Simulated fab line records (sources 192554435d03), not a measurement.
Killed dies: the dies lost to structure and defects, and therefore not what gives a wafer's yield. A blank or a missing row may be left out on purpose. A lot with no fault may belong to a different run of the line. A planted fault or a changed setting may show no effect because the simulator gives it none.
Split-lot trial	flow n5_finfet	route with 1938 steps; 7 lots, 39 wafers read

ABOUT THE SPLIT
At N5_BEOL_M7_HM_DEP_02 (deposits TiN, target thk 20 nm), the setting target_thk_a was moved away from the recipe's 200 angstrom on 12 of the 39 wafers read, by -28.4% to +41.6%. For the rest of the wafers, this setting stayed at what the recipe calls for.

FROM THE SPLIT TO THE READING: what the file shows between them, 4 steps
- N5_BEOL_M7_COAT_59: time 60 s, resist thk 100 nm
- N5_BEOL_M7_COAT_60: time 60 s, resist thk 35 nm
- N5_BEOL_M7_STRIP_68: strips in N2/H2
- N5_BEOL_M7_STRIP_67: strips in CF4

THE READING
etch.depth_nm (the simulator's own value, which no gauge read), in nm, at N5_BEOL_M7_HM_OPEN_17 (chemistry Cl2/BCl3, target TiN, target depth 20 nm, overetch 6 nm). The file does not state a usual value for it. Across the 27 wafers here that went through the recipe, the average is 20.10 nm and the standard deviation 0.21 nm.

wafer	tool, chamber at the split	target_thk_a as run, angstrom	against the recipe	etch.depth_nm, nm	against lot-mates on the recipe
L074.2	pvd_sputter-01, -	200	recipe	20.19	-
L074.4	pvd_sputter-01, -	200	recipe	19.93	-
L074.6	pvd_sputter-01, -	200	recipe	20.06	-
L076.1	pvd_sputter-03, -	143.2	-28.4%	14.16	-5.79
L076.2	pvd_sputter-03, -	200	recipe	19.84	-
L076.3	pvd_sputter-03, -	143.2	-28.4%	14.07	-5.88
L076.4	pvd_sputter-03, -	200	recipe	20.24	-
L076.5	pvd_sputter-03, -	143.2	-28.4%	14.67	-5.28
L076.6	pvd_sputter-03, -	200	recipe	19.78	-
L079.1	pvd_sputter-03, -	200	recipe	19.73	-
L079.2	pvd_sputter-03, -	200	recipe	20.26	-
L079.3	pvd_sputter-03, -	200	recipe	19.83	-
L079.4	pvd_sputter-03, -	200	recipe	19.9	-
L079.5	pvd_sputter-03, -	200	recipe	19.86	-
L079.6	pvd_sputter-03, -	200	recipe	20.32	-
L083.1	pvd_sputter-01, -	200	recipe	20.29	-
L083.2	pvd_sputter-01, -	282.9	+41.4%	25.39	+5.19
L083.3	pvd_sputter-01, -	282.9	+41.4%	26.91	+6.71
L083.4	pvd_sputter-01, -	282.9	+41.4%	25.45	+5.25
L083.5	pvd_sputter-01, -	200	recipe	20.28	-
L083.6	pvd_sputter-01, -	200	recipe	20.04	-
L088.1	pvd_sputter-03, -	200	recipe	20.38	-
L088.2	pvd_sputter-03, -	200	recipe	19.95	-
L088.3	pvd_sputter-03, -	200	recipe	19.97	-
L088.4	pvd_sputter-03, -	200	recipe	19.97	-
L088.5	pvd_sputter-03, -	200	recipe	20.29	-
L088.6	pvd_sputter-03, -	200	recipe	20.17	-
L092.1	pvd_sputter-03, -	200	recipe	20.36	-
L092.2	pvd_sputter-03, -	200	recipe	20.45	-
L092.3	pvd_sputter-03, -	167.1	-16.4%	16.92	-3.52
L092.5	pvd_sputter-03, -	167.1	-16.4%	16.92	-3.52
L092.4	pvd_sputter-03, -	167.1	-16.4%	16.98	-3.46
L092.6	pvd_sputter-03, -	200	recipe	20.5	-
L093.1	pvd_sputter-01, -	283.2	+41.6%	26.68	+6.64
L093.2	pvd_sputter-01, -	283.2	+41.6%	25.31	+5.27
L093.3	pvd_sputter-01, -	283.2	+41.6%	25.25	+5.21
L093.4	pvd_sputter-01, -	200	recipe	20.13	-
L093.5	pvd_sputter-01, -	200	recipe	20.04	-
L093.6	pvd_sputter-01, -	200	recipe	19.96	-

THE FIT
A straight line over all 39 wafers: etch.depth_nm changes by +0.155 nm for each +1% of target_thk_a; r = +0.98; the points scatter about the line by 0.56 nm.
The same after taking each lot's own level away (the mean of its wafers on the recipe; 39 wafers): +0.155 nm for each +1%; r = +0.98; scatter 0.55 nm.
The reading moves by 6.5 nm for the largest change in target_thk_a, on that fit.
The span of the lots' own levels, 19.953 to 20.437 nm, comes to 2.3 times the standard deviation stated above.
Consequently the slope shifts little with the lot-to-lot level, the two slopes agreeing.
Check: for one of the wafers moved furthest among these (+41.6%), held out of the fit, the line's prediction against its lot-mates is +6.11 nm. It came out at +6.64 nm against them.

ADDITIONAL SPLITS CARRIED BY THESE WAFERS
Before the reading, these wafers also passed through other splits. Each is held against what the fit with the lots' levels taken away leaves over:
other split on the same wafers	wafers away from the commonest value	r with etch.depth_nm (lot level and that fit taken away)
N5_BEOL_M0_SAQP_HM_DEP_02 target_thk_a	15	+0.24
N5_BEOL_M2_DESCUM_33 time_s	18	-0.17
N5_BEOL_M3_TRENCH_ETCH_37 target_depth_a	15	+0.13
N5_BEOL_M5_ILD_DEP_00 target_thk_a	9	-0.30

THE WHOLE CHAIN: every reading that the file lists as answering this split, in the file's order
step	what it does	reading	change (the file's fit)	r (the file's)
N5_BEOL_M7_HM_DEP_02	deposits TiN, target thk 20 nm	TiN_of_BEOL_M7_HM_DEP_02.thk_nm (the simulator's own value, which no gauge read)	+0.2 nm for each +1% of the setting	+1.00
N5_BEOL_M7_HM_OPEN_17	chemistry Cl2/BCl3, target TiN, target depth 20 nm, overetch 6 nm	etch.depth_nm (the simulator's own value, which no gauge read)	+0.153 nm for each +1% of the setting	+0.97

THE FILE'S OWN FIT
etch.depth_nm changes by +0.153 nm for each +1% of target_thk_a, r = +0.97.
